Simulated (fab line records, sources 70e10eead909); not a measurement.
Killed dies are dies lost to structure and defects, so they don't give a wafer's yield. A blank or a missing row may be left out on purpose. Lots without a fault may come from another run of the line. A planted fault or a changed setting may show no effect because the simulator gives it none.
Chamber matching | flow nand_harc | NHARC_A_CHANNEL_FILL_D1_ALD_25 on ald_hk-04: 4 sister chambers
The step deposits SiOx, target thk 60 nm, pulse time 10 s, ald cycles 600. 18 wafers are shown with their chamber, then 9 later ones without.

WAFERS WITH THEIR CHAMBER
wafer  | chamber | heater_power_w (W) | precursor_pulse_height_rel
L077.2 | 1       | 450                | 1.004
L077.3 | 2       | 438                | 1.045
L077.5 | 2       | 464                | 0.998
L076.2 | 2       | 433                | 0.984
L076.5 | 0       | 463                | 1.009
L076.6 | 1       | 456                | 1.010
L078.1 | 2       | 440                | 1.021
L078.2 | 1       | 451                | 1.013
L078.4 | 3       | 461                | 1.026
L078.5 | 1       | 443                | 0.983
L078.3 | 0       | 452                | 1.022
L078.6 | 2       | 450                | 1.007
L082.2 | 3       | 449                | 0.996
L082.3 | 2       | 448                | 1.012
L082.4 | 1       | 441                | 0.964
L085.1 | 0       | 459                | 1.023
L085.3 | 3       | 446                | 1.020
L085.6 | 1       | 456                | 0.998

SIGNATURES (means of the wafers above)
reading                    | chamber 0 | chamber 1 | chamber 2 | chamber 3 | scatter within a chamber
heater_power_w             | 458.00    | 449.50    | 445.50    | 452.00    | 8.46
precursor_pulse_height_rel | 1.01800   | 0.99533   | 1.01117   | 1.01400   | 0.018
Rule: a wafer's distance from a chamber is the root of the sum, over the readings, of the square of ((its reading less the chamber's mean) divided by the reading's scatter). The wafer belongs to the nearest chamber; if the next one is less than 2 further off, it can't be placed. The scatter: the root of (the sum of the squares of (reading less its chamber's mean) over the shown wafers, divided by (wafers less chambers)).

WAFERS WITHOUT THEIR CHAMBER
wafer  | heater_power_w (W) | precursor_pulse_height_rel
L086.3 | 442                | 0.975
L086.5 | 458                | 1.004
L086.6 | 453                | 1.018
L095.2 | 446                | 0.980
L095.5 | 460                | 0.994
L095.6 | 446                | 0.989
L096.1 | 447                | 0.982
L096.5 | 455                | 1.030
L096.6 | 458                | 1.001

WHICH CHAMBER EACH WENT THROUGH
wafer  | from the rows above               | in truth
L086.3 | can't be placed: 1 or 2 or 3 or 0 | 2
L086.5 | can't be placed: 0 or 3 or 1 or 2 | 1
L086.6 | can't be placed: 3 or 0 or 2 or 1 | 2
L095.2 | can't be placed: 1 or 2 or 3 or 0 | 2
L095.5 | can't be placed: 1 or 0 or 3 or 2 | 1
L095.6 | can't be placed: 1 or 2 or 3 or 0 | 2
L096.1 | can't be placed: 1 or 2 or 3 or 0 | 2
L096.5 | can't be placed: 0 or 3 or 2 or 1 | 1
L096.6 | can't be placed: 0 or 3 or 1 or 2 | 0
Placed correctly: 0 of 9. Can't be placed from these rows: 9 (the true chamber is among the candidates in 9). Placed wrongly: 0.
